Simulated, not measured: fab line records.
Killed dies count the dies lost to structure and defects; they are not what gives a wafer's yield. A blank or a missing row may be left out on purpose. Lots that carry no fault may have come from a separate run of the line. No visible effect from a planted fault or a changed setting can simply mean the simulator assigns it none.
Matching of chambers | flow n5_finfet | rie_diel-02 running N5_BEOL_M9_ETCH_66: 4 sister chambers
The step etches SOC in N2/H2, target depth 80 nm, overetch 16 nm, time 120 s. 8 wafers are shown with their chamber, then 7 later ones without.

== WAFERS WITH THEIR CHAMBER ==
wafer  | chamber | showerhead_plenum_p_Torr (Torr) | throttle_valve_pct (%)
L082.1 | 0       | 2.70                            | 17.86
L088.3 | 3       | 2.48                            | 17.44
L088.6 | 2       | 2.63                            | 18.10
L089.3 | 1       | 2.43                            | 17.66
L089.4 | 0       | 2.69                            | 17.90
L089.6 | 1       | 2.42                            | 17.67
L093.1 | 2       | 2.62                            | 18.10
L093.2 | 3       | 2.48                            | 17.45

== WAFERS WITH NO CHAMBER GIVEN ==
wafer  | showerhead_plenum_p_Torr (Torr) | throttle_valve_pct (%)
L093.5 | 2.69                            | 17.91
L096.1 | 2.62                            | 18.14
L096.2 | 2.42                            | 17.68
L096.3 | 2.68                            | 17.92
L097.2 | 2.48                            | 17.49
L097.4 | 2.48                            | 17.49
L097.6 | 2.41                            | 17.71

== THE CHAMBER EACH PASSED THROUGH ==
wafer  | from the rows above | in truth
L093.5 | 0                   | 0
L096.1 | 2                   | 2
L096.2 | 1                   | 1
L096.3 | 0                   | 0
L097.2 | 3                   | 3
L097.4 | 3                   | 3
L097.6 | 1                   | 1
Placed correctly: 7 of 7. Can't be placed from these rows: 0. Placed wrongly: 0.
How it was worked out, from the rows above alone: a wafer's distance from a chamber is the root of the sum, over the readings, of the square of ((its reading less the chamber's mean) divided by the reading's scatter). If the next closest chamber is less than 2 further off than the closest, the wafer can't be placed; otherwise it belongs to the closest. Each chamber's mean is taken over the wafers shown for it. The scatter: the root of (the sum of the squares of (reading less its chamber's mean) over the shown wafers, divided by (wafers less chambers)).
